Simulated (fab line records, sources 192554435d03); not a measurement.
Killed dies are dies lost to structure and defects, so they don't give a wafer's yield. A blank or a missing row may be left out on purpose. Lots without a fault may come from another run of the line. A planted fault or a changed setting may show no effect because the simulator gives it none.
One fault seen from 2 desks | flow n5_finfet | each desk has only its own numbers; what lay behind them comes last

THE METROLOGY DESK
What the gauges read, lot by lot, whatever tool the lot ran on: means of the sampled wafers that have a number. A lot is out of limits, marked OUT, if its mean lies more than 4 standard deviations from the usual mean; the brackets give that distance. Of its 10 readings 7 are shown: those that lie furthest out on some lot.
Columns: A = DIBL_P at N5_BEOL_M4_RC_MEAS_101, usual 35.8 mV/V; B = IOFF_P at N5_BEOL_M4_RC_MEAS_101, usual 0.21 nA/um; C = ION_P at N5_BEOL_M4_RC_MEAS_101, usual 461 uA/um; D = SS_N at N5_BEOL_M4_RC_MEAS_101, usual 71.4 mV/dec; E = SS_P at N5_BEOL_M4_RC_MEAS_101, usual 73.3 mV/dec; F = VT_N at N5_BEOL_M4_RC_MEAS_101, usual 250 mV; G = VT_P at N5_BEOL_M4_RC_MEAS_101, usual -250 mV
lot  | first seen here | A    | B    | C   | D    | E    | F   | G
L175 | day 8 07:15     | 35.9 | 0.21 | 462 | 71.6 | 73.7 | 248 | -252
L178 | day 8 12:54     | 36.3 | 0.19 | 458 | 71.2 | 73.6 | 251 | -252
L179 | day 9 09:04     | 37.8 | 0.23 | 460 | 71.8 | 73.6 | 247 | -252
L184 | day 10 17:59    | 35.8 | 0.20 | 454 | 70.6 | 73.7 | 251 | -252
L185 | day 10 18:57    | 36.4 | 0.17 | 452 | 71.2 | 73.4 | 254 | -256
L195 | day 13 07:11    | 36.0 | 0.24 | 468 | 71.3 | 73.5 | 250 | -247
L196 | day 13 12:44    | 36.9 | 0.25 | 465 | 71.8 | 73.9 | 247 | -247
L198 | day 13 22:20    | 36.9 | 0.22 | 462 | 71.6 | 73.8 | 246 | -248
L192 | day 14 08:28    | 35.0 | 0.22 | 465 | 71.3 | 73.1 | 248 | -248
This desk's finding: nothing out of limits on any of the 9 lots.

THE TOOL OWNER'S DESK: pecvd-03
The tool's own readings at N5_GATE_CUT_PECVD_57 (deposits SiNx from SiH4/NH3/N2, target thk 21 nm): means of the sampled wafers that have a number, for each lot that ran on this tool. A lot is out of limits, marked OUT, if its mean lies more than 4 standard deviations from the usual mean; the brackets give that distance.
Columns: A = chamber_pressure_Torr at N5_GATE_CUT_PECVD_57, usual 1.499 Torr; B = heater_power_w at N5_GATE_CUT_PECVD_57, usual 810 W; C = showerhead_plenum_p_Torr at N5_GATE_CUT_PECVD_57, usual 5.13 Torr; D = throttle_valve_pct at N5_GATE_CUT_PECVD_57, usual 39.5 %
lot  | first seen here | A     | B   | C    | D
L175 | day 4 14:38     | 1.498 | 832 | 5.13 | 38.7
L179 | day 5 11:02     | 1.496 | 884 | 5.13 | 36.3
L185 | day 7 02:10     | 1.500 | 768 | 5.13 | 42.3
This desk's finding: nothing out of limits on any of the 3 lots.

PUT TOGETHER
The metrology desk saw nothing out of limits.
The tool owner's desk saw nothing out of limits.

WHAT THE SIMULATOR HAD PUT IN
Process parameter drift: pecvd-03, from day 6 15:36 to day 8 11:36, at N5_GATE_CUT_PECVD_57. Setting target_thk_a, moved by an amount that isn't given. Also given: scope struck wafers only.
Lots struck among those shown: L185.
